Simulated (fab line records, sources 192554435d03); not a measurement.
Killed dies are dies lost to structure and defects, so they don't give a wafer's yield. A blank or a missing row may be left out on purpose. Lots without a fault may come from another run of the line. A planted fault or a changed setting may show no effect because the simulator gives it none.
A struck lot beside a sound one | flow n5_finfet | 38 steps out of a route of 1938
Sound: wafers L450.4, L450.5, L450.6. Struck: wafers L436.1, L436.3, L436.5. The cause comes at the end.
At each step with rows: each side's tool, then ch and its chambers, then its first start. Under that, the readings that differ: sound wafers | struck wafers | difference of the means | sigmas: that difference in standard deviations of wafers without a fault.
alike: readings whose means differ by less than 2 such deviations, and words and numbers that are the same on both sides. not compared: withheld readings, readings that some wafer has no value for, bounds like >300 that may hide the same value, and numbers for which the record gives no deviation and whose values overlap.
The two part at a step that has a row with sigmas, a row that says differs or no value, or rows on one side only. Numbers that don't overlap but have no deviation are shown without sigmas and don't part them. A reading that every wafer of one side lacks parts them only if that side has two wafers or more.

first, 8 steps without rows for these wafers: N5_MOL_CONTACT_COAG_SRD_139 (time 30 s); N5_MOL_CONTACT_COAG_PRE_CLEAN_121; N5_MOL_CONTACT_COAG_CVD_140 (deposits W, target thk 66.5 nm, time 215 s); N5_MOL_CONTACT_COAG_PRECLEAN_127 (cleans in DIW, time 57.5 s); N5_MOL_CONTACT_COAG_SRD_128 (dry time 32 s); N5_MOL_CONTACT_COAG_CMP_52 (polishes, stops on SiO2, t overpolish 1.5 s, target thk 66.5 nm); N5_MOL_CONTACT_COAG_ANNEAL_112 (time 1800 s); N5_BEOL_M0_SAQP_PECVD_00 (deposits SiCN from 3MS/NH3, target thk 8 nm, time 14 s).
N5_BEOL_M0_SAQP_ILD_DEP_01: deposits SiOC from DEMS/O2, target thk 45.419 nm, time 8.7 s.
  sound on pecvd-04 ch 0,1,2, day 11 05:28; struck on pecvd-02 ch 0,1, day 7 16:10
  reading                                           | sound        | struck         | difference | sigmas
  model.SiOC_of_BEOL_M0_SAQP_ILD_DEP_01.thk_nm (nm) | 46.2 45.8 46 | 32.4 32.4 32.8 | -13.5      |
  alike: heater_power_w, showerhead_plenum_p_Torr, throttle_valve_pct
then, 25 steps without rows for these wafers: N5_BEOL_M0_SAQP_HM_DEP_02 (deposits TiN, target thk 12 nm); N5_BEOL_M0_SAQP_PECVD_03 (deposits SiCN from 3MS/NH3, target thk 12 nm, time 21.1 s); N5_BEOL_M0_SAQP_PECVD_96 (deposits a-Si from SiH4/He, target thk 45 nm, time 45.2 s); N5_BEOL_M0_SAQP_PECVD_97 (deposits SiNx from SiH4/NH3/N2, target thk 23 nm, time 19.9 s); N5_BEOL_M0_SAQP_PECVD_04 (deposits a-Si from SiH4/He, target thk 60 nm, time 60.2 s); N5_BEOL_M0_SAQP_HM_DEP_111 (deposits SiO2 from SiH4/N2O, target thk 12 nm, time 7.2 s); N5_BEOL_M0_SAQP_COAT_81 (time 60 s, resist thk 100 nm); N5_BEOL_M0_SAQP_COAT_82 (time 60 s, resist thk 30 nm); N5_BEOL_M0_SAQP_COAT_08 (resist thk 90 nm); N5_BEOL_M0_SAQP_EBR_10; N5_BEOL_M0_SAQP_SOFTBAKE_09 (time 60 s); N5_BEOL_M0_SAQP_EXPOSE_11 (exposes mask M0 CORE, target cd 42 nm); N5_BEOL_M0_SAQP_PEB_12 (peb time 60 s); N5_BEOL_M0_SAQP_DEVELOP_13 (develop time 30 s); N5_BEOL_M0_SAQP_DESCUM_19 (chemistry O2, time 7.9 s); N5_BEOL_M0_SAQP_ETCH_83 (etches SiARC in CF4, target depth 39 nm, time 65 s); N5_BEOL_M0_SAQP_ETCH_84 (etches SOC in N2/H2, target depth 100 nm, overetch 20 nm, time 150 s); N5_BEOL_M0_SAQP_STRIP_80 (strips in N2/H2); N5_BEOL_M0_SAQP_HM_OPEN_112 (chemistry CHF3/O2, target SiO2, stops on a-Si, target depth 12 nm, time 13.5 s); N5_BEOL_M0_SAQP_STRIP_113 (strips in CHF3/O2); N5_BEOL_M0_SAQP_MANDREL_ETCH_20 (etches a-Si in HBr/Cl2, stops on SiNx, target depth 60 nm, bt time 10 s, time 30 s); N5_BEOL_M0_SAQP_STRIP_86 (strips in N2/H2); N5_BEOL_M0_SAQP_STRIP_115 (strips in post etch residue remover, time 60 s); N5_BEOL_M0_SAQP_SRD_93 (time 30 s); N5_BEOL_M0_SAQP_RECESS_114 (chemistry HF/NH3, target SiO2, target depth 14.4 nm, afs cycles 3, sublimation time 60 s).
N5_BEOL_M0_CMP_120: polishes, stops on SiOC, t overpolish 6.9 s.
  sound on cmp-04 ch 0,3, day 11 17:02; struck on cmp-04 ch 2,3, day 8 01:43
  reading                                           | sound          | struck         | difference | sigmas
  barrier_field_endpoint_s (s)                      | 3.54 3.43 3.36 | 3.81 3.86 3.91 | +0.42      | +3
  model.SiOC_of_BEOL_M0_SAQP_ILD_DEP_01.thk_nm (nm) | 40 39.6 40.2   | 26.2 26.2 26.8 | -13.5      |
  alike: motor_current_A, overpolish_run_s, time_to_endpoint_s
N5_BEOL_M0_RS_MEAS_126: measures by four-point-probe.
  sound on film_metro-02, day 11 17:51; struck on film_metro-02, day 8 02:17
  reading        | sound             | struck            | difference | sigmas
  M0_RS (ohm/sq) | 0.523 0.496 0.524 | 0.760 0.770 0.726 | +0.238     | +13
N5_BEOL_M4_RC_MEAS_101:
  sound on prober-01 ch 0, day 13 20:34; struck on prober-01 ch 0, day 9 21:47
  alike: DIBL_N, DIBL_P, IOFF_N, IOFF_P, ION_N, ION_P, SS_N, SS_P, VT_N, VT_P
-- the record jumps here: 5 days lie between the struck wafers' starts before and after (it left off in module BEOL_M4 and takes up again in module PASSIVATION, whose first step shown is number 1936 of the route) --
N5_PASSIVATION_PROBE_49:
  sound on prober-02, day 18 03:06; struck on prober-02, day 14 19:34
  alike: defect_limited_yield, killed_at_M0_to_M3, killed_at_M4_up, killed_at_contacts, killed_at_front_end, killed_at_other, killed_dies, killed_open, killed_short, sort_bin_5_function, sort_bin_6_memory, sort_bin_8_speed, sort_n_pass, sort_yield_pct

WHERE THEY PART
First at N5_BEOL_M0_CMP_120; last, within this record, at N5_BEOL_M0_RS_MEAS_126. Later steps at which nothing parts them and some readings are alike: N5_BEOL_M4_RC_MEAS_101, N5_PASSIVATION_PROBE_49.

WHY: what the simulator had put in
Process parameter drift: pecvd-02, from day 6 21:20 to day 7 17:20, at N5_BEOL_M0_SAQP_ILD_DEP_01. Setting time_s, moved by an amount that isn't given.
